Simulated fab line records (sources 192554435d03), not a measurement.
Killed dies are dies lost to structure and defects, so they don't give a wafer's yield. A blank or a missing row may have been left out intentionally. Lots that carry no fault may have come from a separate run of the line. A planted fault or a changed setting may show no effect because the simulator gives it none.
Matching of chambers | flow n5 finfet | N5_BEOL_M5_CURE_79 on uv cure-02: 3 sister chambers
The step cures SiCOH lowk, time 240 s. 20 wafers are shown with their chamber, then 10 later ones without.

== WAFERS PAIRED WITH THEIR CHAMBERS ==
wafer  | chamber | wafer_temp_C_max | lamp power pct (%)
L076.2 | 1       | 386.4            | 52.31
L076.3 | 1       | 386.5            | 52.28
L076.6 | 1       | 386.6            | 52.43
L083.1 | 2       | 387.1            | 52.30
L083.2 | 2       | 387.4            | 52.30
L083.4 | 2       | 387.7            | 52.34
L089.3 | 0       | 387.4            | 52.29
L089.5 | 0       | 387.3            | 52.25
L089.6 | 0       | 387.0            | 52.34
L088.1 | 2       | 387.4            | 52.30
L088.3 | 2       | 387.3            | 52.40
L088.4 | 2       | 387.3            | 52.27
L091.2 | 1       | 386.4            | 52.34
L091.5 | 1       | 386.3            | 52.37
L091.6 | 1       | 387.3            | 52.34
L092.1 | 0       | 387.4            | 52.29
L092.4 | 0       | 387.1            | 52.32
L092.6 | 0       | 388.3            | 52.39
L093.3 | 1       | 386.1            | 52.44
L093.4 | 1       | 386.8            | 52.27

SIGNATURES, as means of the wafers listed above
reading          | chamber 0 | chamber 1 | chamber 2 | scatter within a chamber
wafer_temp_C_max | 387.417   | 386.550   | 387.367   | 0.36
lamp power pct   | 52.3133   | 52.3475   | 52.3183   | 0.0543
Rule: for a wafer and a chamber, the distance is found by dividing, reading by reading, the gap between the wafer's reading and the chamber's mean by the reading's scatter, squaring, summing and taking the root. If the next closest chamber is less than 2 further off than the closest, the wafer can't be placed; otherwise it belongs to the closest. The scatter: take each reading less its chamber's mean, square it, sum over the shown wafers, divide by the number of wafers less the number of chambers, and take the root.

== WAFERS WITH NO CHAMBER GIVEN ==
wafer  | wafer_temp_C_max | lamp power pct (%)
L093.6 | 386.4            | 52.39
L095.1 | 386.7            | 52.31
L095.2 | 387.0            | 52.26
L095.4 | 387.2            | 52.35
L094.1 | 387.1            | 52.25
L094.2 | 387.7            | 52.30
L094.6 | 387.6            | 52.32
L097.1 | 386.0            | 52.33
L097.2 | 386.6            | 52.27
L097.5 | 386.3            | 52.31

== WHICH CHAMBER EACH ONE RAN IN ==
wafer  | from the rows above          | in truth
L093.6 | 1                            | 1
L095.1 | can't be placed: 1 or 2 or 0 | 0
L095.2 | can't be placed: 2 or 0 or 1 | 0
L095.4 | can't be placed: 2 or 0 or 1 | 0
L094.1 | can't be placed: 2 or 0 or 1 | 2
L094.2 | can't be placed: 0 or 2      | 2
L094.6 | can't be placed: 0 or 2      | 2
L097.1 | 1                            | 1
L097.2 | can't be placed: 1 or 2 or 0 | 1
L097.5 | can't be placed: 1 or 2      | 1
Correct placement for 2 of the 10. Not placeable from these rows: 8 (in 8, the candidates include the true chamber). Placed wrongly: 0.
